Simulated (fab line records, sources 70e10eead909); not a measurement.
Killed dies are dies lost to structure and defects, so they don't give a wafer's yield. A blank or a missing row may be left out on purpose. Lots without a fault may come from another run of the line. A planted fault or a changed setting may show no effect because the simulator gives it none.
A struck lot beside a sound one | flow nand_harc | 15 steps out of a route of 1159
Sound: wafers L570.1, L570.2, L570.4. Struck: wafers L580.1, L580.2. The cause comes at the end.
At each step with rows: each side's tool, then ch and its chambers, then its first start. Under that, the readings that differ: sound wafers | struck wafers | difference of the means | sigmas: that difference in standard deviations of wafers without a fault.
alike: readings whose means differ by less than 2 such deviations, and words and numbers that are the same on both sides. not compared: withheld readings, readings that some wafer has no value for, bounds like >300 that may hide the same value, and numbers for which the record gives no deviation and whose values overlap.
The two part at a step that has a row with sigmas, a row that says differs or no value, or rows on one side only. Numbers that don't overlap but have no deviation are shown without sigmas and don't part them. A reading that every wafer of one side lacks parts them only if that side has two wafers or more.

NHARC_A_CHANNEL_HOLE_D1_XSEM_31:
  sound on xsem-02 ch 0, day 9 10:59; struck on xsem-02 ch 0, day 12 00:29
  alike: bot_cd_nm, bow_nm, tilt_deg
NHARC_A_CHANNEL_HOLE_D1_INSPECT_40:
  sound on defect_inspect-02, day 9 11:05; struck on defect_inspect-01, day 12 00:35
  alike: raw_defect_count
then, 3 steps without rows for these wafers: NHARC_A_CHANNEL_FILL_D1_PRECLEAN_00 (cleans in SC1); NHARC_A_CHANNEL_FILL_D1_SRD_01; NHARC_A_CHANNEL_FILL_D1_ALD_02 (deposits SiO2, target thk 6 nm, pulse time 10 s, ald cycles 60).
NHARC_A_CHANNEL_FILL_D1_ALD_03: deposits SiNx, target thk 6 nm, pulse time 60 s, ald cycles 58.
  sound on ald_sin_batch-02 ch 0; struck on ald_sin_batch-02 ch 0
  alike: precursor_pulse_height_rel
NHARC_A_CHANNEL_FILL_D1_ALD_14: deposits SiO2, target thk 2.5 nm, pulse time 10 s, ald cycles 25.
  sound on ald_hk-01 ch 1,2,3, day 9 17:29; struck on ald_hk-01 ch 0,2, day 12 10:23
  alike: heater_power_w, precursor_pulse_height_rel
NHARC_A_CHANNEL_FILL_D1_ALD_15: deposits SiNx, target thk 2 nm, pulse time 60 s, ald cycles 19.
  sound on ald_sin_batch-01 ch 0; struck on ald_sin_batch-03 ch 0, day 12 13:17
  alike: precursor_pulse_height_rel
then, 4 steps without rows for these wafers: NHARC_A_CHANNEL_FILL_D1_ALD_16 (deposits SiO2, target thk 1.5 nm, pulse time 10 s, ald cycles 15); NHARC_A_CHANNEL_FILL_D1_ANNEAL_17 (time 1800 s); NHARC_A_CHANNEL_FILL_D1_CVD_18 (deposits poly-Si, target thk 3 nm); NHARC_A_CHANNEL_FILL_D1_ETCHBACK_19 (etches the open film in HBr/Cl2, target depth 5 nm, time 1.7 s).
NHARC_A_CHANNEL_FILL_D1_ETCHBACK_20: etches the open film in C4F8/O2/Ar, target depth 27 nm, time 13.5 s.
  sound on rie_diel-10 ch 0,1,3, day 10 10:31; struck on rie_diel-10 ch 0,3, day 13 03:31
  reading                | sound          | struck    | difference | sigmas
  oes_product_au (a.u.)  | 0.98 0.99 0.98 | 0.74 0.74 | -0.24      | -7
  rf_hours_counter_h (h) | 0.7 0.8 0.7    | 2.4 2.4   | +1.7       |
  alike: rf_vpp_V
NHARC_A_CHANNEL_FILL_D1_STRIP_28: strips in O2, time 20 s.
  sound on rie_diel-10 ch 0,1,3, day 10 10:36; struck on rie_diel-10 ch 0,1, day 13 03:37
  reading                | sound       | struck  | difference | sigmas
  rf_hours_counter_h (h) | 0.7 0.9 0.8 | 2.6 2.4 | +1.7       |
  alike: drypump_motor_current_A, mfc_ar_sccm, oes_product_au, rf_vpp_V, showerhead_plenum_p_Torr, throttle_valve_pct
-- the record jumps here: 10 days lie between the struck wafers' starts before and after (it left off in module A_CHANNEL_FILL_D1 and takes up again in module END, whose first step shown is number 1159 of the route) --
NHARC_END_SORT_01:
  the record has rows for the struck wafers here (prober-01 ch 0, day 22 21:32) and none for the sound ones

WHERE THEY PART
First at NHARC_A_CHANNEL_FILL_D1_ETCHBACK_20; last, within this record, at NHARC_END_SORT_01.

WHY: what the simulator had put in
Process parameter drift: rie_diel-10, from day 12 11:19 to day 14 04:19, at NHARC_A_CHANNEL_FILL_D1_ETCHBACK_20. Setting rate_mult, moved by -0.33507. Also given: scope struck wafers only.
